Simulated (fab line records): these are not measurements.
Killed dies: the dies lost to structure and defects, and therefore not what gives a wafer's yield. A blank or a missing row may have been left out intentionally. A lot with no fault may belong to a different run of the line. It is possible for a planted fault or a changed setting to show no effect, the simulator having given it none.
Split-lot study || flow n5Finfet || on a route of 1938 steps: 7 lots, 39 wafers read

== ABOUT THE SPLIT ==
At N5_BEOL_M13_ETCH_59 (etches BARC in N2/H2, target depth 89 nm, overetch 26.7 nm, time 67.9 s), the setting timeS was moved away from the recipe's 67.9 s on 15 of the 39 wafers read, by -57.7% to +26.2%. The other wafers ran this setting at the recipe's value.

== FROM THE SPLIT TO THE READING: what the file shows between them, 5 steps ==
- N5_BEOL_M13_VIA_ETCH_16: etches SiOC in C4F8/O2/Ar, target depth 921.7 nm
- N5_BEOL_M13_STRIP_63: strips in N2/H2
- N5_BEOL_M13_STRIP_64: strips in N2/H2
- N5_BEOL_M13_STRIP_71: strips in post etch residue remover, time 60 s
- N5_BEOL_M13_SRD_72: time 30 s, dry time 30 s

== THE READING ==
cdNm at N5_BEOL_M13_CD_MEAS_17, given in nm (cd target 190 nm). Typical for fault-free wafers on this fab line: 190.3 nm, with standard deviation 1.3 nm.

{"wafer": "L075.1", "tool, chamber at the split": "rieDiel-01, 3", "timeS as run, s": 67.9, "against the recipe": "recipe", "cdNm, nm": 188.7, "against lot-mates on the recipe": "-"}
{"wafer": "L075.2", "tool, chamber at the split": "rieDiel-01, 0", "timeS as run, s": 67.9, "against the recipe": "recipe", "cdNm, nm": 189.7, "against lot-mates on the recipe": "-"}
{"wafer": "L075.3", "tool, chamber at the split": "rieDiel-01, 1", "timeS as run, s": 79.18, "against the recipe": "+16.6%", "cdNm, nm": 192.1, "against lot-mates on the recipe": "+2.6"}
{"wafer": "L075.4", "tool, chamber at the split": "rieDiel-01, 2", "timeS as run, s": 79.18, "against the recipe": "+16.6%", "cdNm, nm": 193.6, "against lot-mates on the recipe": "+4.1"}
{"wafer": "L075.5", "tool, chamber at the split": "rieDiel-01, 1", "timeS as run, s": 79.18, "against the recipe": "+16.6%", "cdNm, nm": 191.6, "against lot-mates on the recipe": "+2.1"}
{"wafer": "L075.6", "tool, chamber at the split": "rieDiel-01, 0", "timeS as run, s": 67.9, "against the recipe": "recipe", "cdNm, nm": 190.1, "against lot-mates on the recipe": "-"}
{"wafer": "L078.1", "tool, chamber at the split": "rieDiel-02, 1", "timeS as run, s": 67.9, "against the recipe": "recipe", "cdNm, nm": 191.0, "against lot-mates on the recipe": "-"}
{"wafer": "L078.2", "tool, chamber at the split": "rieDiel-02, 0", "timeS as run, s": 67.9, "against the recipe": "recipe", "cdNm, nm": 191.5, "against lot-mates on the recipe": "-"}
{"wafer": "L078.3", "tool, chamber at the split": "rieDiel-02, 2", "timeS as run, s": 67.9, "against the recipe": "recipe", "cdNm, nm": 189.8, "against lot-mates on the recipe": "-"}
{"wafer": "L078.4", "tool, chamber at the split": "rieDiel-02, 1", "timeS as run, s": 67.9, "against the recipe": "recipe", "cdNm, nm": 190.7, "against lot-mates on the recipe": "-"}
{"wafer": "L078.5", "tool, chamber at the split": "rieDiel-02, 2", "timeS as run, s": 67.9, "against the recipe": "recipe", "cdNm, nm": 188.7, "against lot-mates on the recipe": "-"}
{"wafer": "L078.6", "tool, chamber at the split": "rieDiel-02, 0", "timeS as run, s": 67.9, "against the recipe": "recipe", "cdNm, nm": 190.8, "against lot-mates on the recipe": "-"}
{"wafer": "L080.1", "tool, chamber at the split": "rieDiel-01, 3", "timeS as run, s": 67.9, "against the recipe": "recipe", "cdNm, nm": 190.0, "against lot-mates on the recipe": "-"}
{"wafer": "L080.5", "tool, chamber at the split": "rieDiel-01, 3", "timeS as run, s": 67.9, "against the recipe": "recipe", "cdNm, nm": 190.1, "against lot-mates on the recipe": "-"}
{"wafer": "L080.6", "tool, chamber at the split": "rieDiel-01, 0", "timeS as run, s": 67.9, "against the recipe": "recipe", "cdNm, nm": 190.9, "against lot-mates on the recipe": "-"}
{"wafer": "L081.1", "tool, chamber at the split": "rieDiel-01, 0", "timeS as run, s": 67.9, "against the recipe": "recipe", "cdNm, nm": 189.9, "against lot-mates on the recipe": "-"}
{"wafer": "L081.2", "tool, chamber at the split": "rieDiel-01, 2", "timeS as run, s": 28.72, "against the recipe": "-57.7%", "cdNm, nm": 183.1, "against lot-mates on the recipe": -6.4}
{"wafer": "L081.3", "tool, chamber at the split": "rieDiel-01, 1", "timeS as run, s": 28.72, "against the recipe": "-57.7%", "cdNm, nm": 182.3, "against lot-mates on the recipe": -7.2}
{"wafer": "L081.4", "tool, chamber at the split": "rieDiel-01, 3", "timeS as run, s": 67.9, "against the recipe": "recipe", "cdNm, nm": 189.0, "against lot-mates on the recipe": "-"}
{"wafer": "L081.5", "tool, chamber at the split": "rieDiel-01, 1", "timeS as run, s": 28.72, "against the recipe": "-57.7%", "cdNm, nm": 181.6, "against lot-mates on the recipe": -7.9}
{"wafer": "L081.6", "tool, chamber at the split": "rieDiel-01, 2", "timeS as run, s": 67.9, "against the recipe": "recipe", "cdNm, nm": 189.6, "against lot-mates on the recipe": "-"}
{"wafer": "L083.1", "tool, chamber at the split": "rieDiel-01, 3", "timeS as run, s": 85.7, "against the recipe": "+26.2%", "cdNm, nm": 193.0, "against lot-mates on the recipe": "+1.6"}
{"wafer": "L083.2", "tool, chamber at the split": "rieDiel-01, 0", "timeS as run, s": 67.9, "against the recipe": "recipe", "cdNm, nm": 191.2, "against lot-mates on the recipe": "-"}
{"wafer": "L083.3", "tool, chamber at the split": "rieDiel-01, 1", "timeS as run, s": 85.7, "against the recipe": "+26.2%", "cdNm, nm": 193.9, "against lot-mates on the recipe": "+2.5"}
{"wafer": "L083.4", "tool, chamber at the split": "rieDiel-01, 2", "timeS as run, s": 85.7, "against the recipe": "+26.2%", "cdNm, nm": 195.0, "against lot-mates on the recipe": "+3.6"}
{"wafer": "L083.5", "tool, chamber at the split": "rieDiel-01, 1", "timeS as run, s": 67.9, "against the recipe": "recipe", "cdNm, nm": 190.9, "against lot-mates on the recipe": "-"}
{"wafer": "L083.6", "tool, chamber at the split": "rieDiel-01, 0", "timeS as run, s": 67.9, "against the recipe": "recipe", "cdNm, nm": 192.0, "against lot-mates on the recipe": "-"}
{"wafer": "L091.1", "tool, chamber at the split": "rieDiel-01, 3", "timeS as run, s": 79.63, "against the recipe": "+17.3%", "cdNm, nm": 192.2, "against lot-mates on the recipe": "+3.0"}
{"wafer": "L091.2", "tool, chamber at the split": "rieDiel-01, 2", "timeS as run, s": 79.63, "against the recipe": "+17.3%", "cdNm, nm": 191.5, "against lot-mates on the recipe": "+2.3"}
{"wafer": "L091.3", "tool, chamber at the split": "rieDiel-01, 0", "timeS as run, s": 67.9, "against the recipe": "recipe", "cdNm, nm": 188.7, "against lot-mates on the recipe": "-"}
{"wafer": "L091.4", "tool, chamber at the split": "rieDiel-01, 1", "timeS as run, s": 67.9, "against the recipe": "recipe", "cdNm, nm": 189.3, "against lot-mates on the recipe": "-"}
{"wafer": "L091.5", "tool, chamber at the split": "rieDiel-01, 0", "timeS as run, s": 67.9, "against the recipe": "recipe", "cdNm, nm": 189.6, "against lot-mates on the recipe": "-"}
{"wafer": "L091.6", "tool, chamber at the split": "rieDiel-01, 1", "timeS as run, s": 79.63, "against the recipe": "+17.3%", "cdNm, nm": 191.3, "against lot-mates on the recipe": "+2.1"}
{"wafer": "L093.1", "tool, chamber at the split": "rieDiel-02, 3", "timeS as run, s": 46.3, "against the recipe": "-31.8%", "cdNm, nm": 188.3, "against lot-mates on the recipe": -3.5}
{"wafer": "L093.2", "tool, chamber at the split": "rieDiel-02, 2", "timeS as run, s": 67.9, "against the recipe": "recipe", "cdNm, nm": 191.6, "against lot-mates on the recipe": "-"}
{"wafer": "L093.3", "tool, chamber at the split": "rieDiel-02, 0", "timeS as run, s": 46.3, "against the recipe": "-31.8%", "cdNm, nm": 189.2, "against lot-mates on the recipe": -2.6}
{"wafer": "L093.4", "tool, chamber at the split": "rieDiel-02, 1", "timeS as run, s": 67.9, "against the recipe": "recipe", "cdNm, nm": 191.4, "against lot-mates on the recipe": "-"}
{"wafer": "L093.5", "tool, chamber at the split": "rieDiel-02, 3", "timeS as run, s": 46.3, "against the recipe": "-31.8%", "cdNm, nm": 187.6, "against lot-mates on the recipe": -4.2}
{"wafer": "L093.6", "tool, chamber at the split": "rieDiel-02, 2", "timeS as run, s": 67.9, "against the recipe": "recipe", "cdNm, nm": 192.5, "against lot-mates on the recipe": "-"}

FIT RESULTS
A straight line over all 39 wafers: cdNm changes by +0.121 nm for each +1% of timeS; r = +0.91; the points scatter about the line by 1.2 nm.
The same after taking each lot's own level away (the mean of its wafers on the recipe; 39 wafers): +0.122 nm for each +1%; r = +0.96; scatter 0.74 nm.
According to that fit, moving timeS by its largest amount changes the reading by 7.1 nm.
Measured against the standard deviation above, the lots' own levels, which go from 189.20 to 191.83 nm, span 2.0 times it.
Hence the lot-to-lot level has little effect on the slope; both slopes agree.
Check: -7.14 nm against its lot-mates is what the line predicts for one of the wafers moved furthest among these (-57.7%) when that wafer is left out of the fit. It came out at -6.4 nm against them.

== THE WHOLE CHAIN: every reading that the file lists as answering this split, in the file's order ==
{"step": "N5_BEOL_M13_ETCH_59", "what it does": "etches BARC in N2/H2, target depth 89 nm, overetch 26.7 nm, time 67.9 s", "reading": "etch.depthNm (the simulator's own value, which no gauge read)", "change (the file's fit)": "+0.476 nm for each +1% of the setting", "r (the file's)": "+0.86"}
{"step": "N5_BEOL_M13_ETCH_59", "what it does": "etches BARC in N2/H2, target depth 89 nm, overetch 26.7 nm, time 67.9 s", "reading": "coat_of_BEOL_M13_COAT_04.thkNm (the simulator's own value, which no gauge read)", "change (the file's fit)": "-0.646 nm for each +1% of the setting", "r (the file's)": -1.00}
{"step": "N5_BEOL_M13_VIA_ETCH_16", "what it does": "etches SiOC in C4F8/O2/Ar, target depth 921.7 nm", "reading": "coat_of_BEOL_M13_COAT_04.thkNm (the simulator's own value, which no gauge read)", "change (the file's fit)": "-0.663 nm for each +1% of the setting", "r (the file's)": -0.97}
{"step": "N5_BEOL_M13_STRIP_63", "what it does": "strips in N2/H2", "reading": "stripTimeToEndpointS", "change (the file's fit)": "withheld for each +1% of the setting", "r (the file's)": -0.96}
{"step": "N5_BEOL_M13_CD_MEAS_17", "what it does": "target cd 190 nm", "reading": "cdNm", "change (the file's fit)": "+0.122 nm for each +1% of the setting", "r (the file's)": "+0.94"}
{"step": "N5_BEOL_M13_OCD_MEAS_35", "what it does": "", "reading": "trenchDepthNm", "change (the file's fit)": "not straight: 296 at the lowest setting, 413 at the recipe, 412 at the highest", "r (the file's)": "not given"}

== FILE'S OWN FIT ==
cdNm changes by +0.122 nm for each +1% of timeS, r = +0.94.
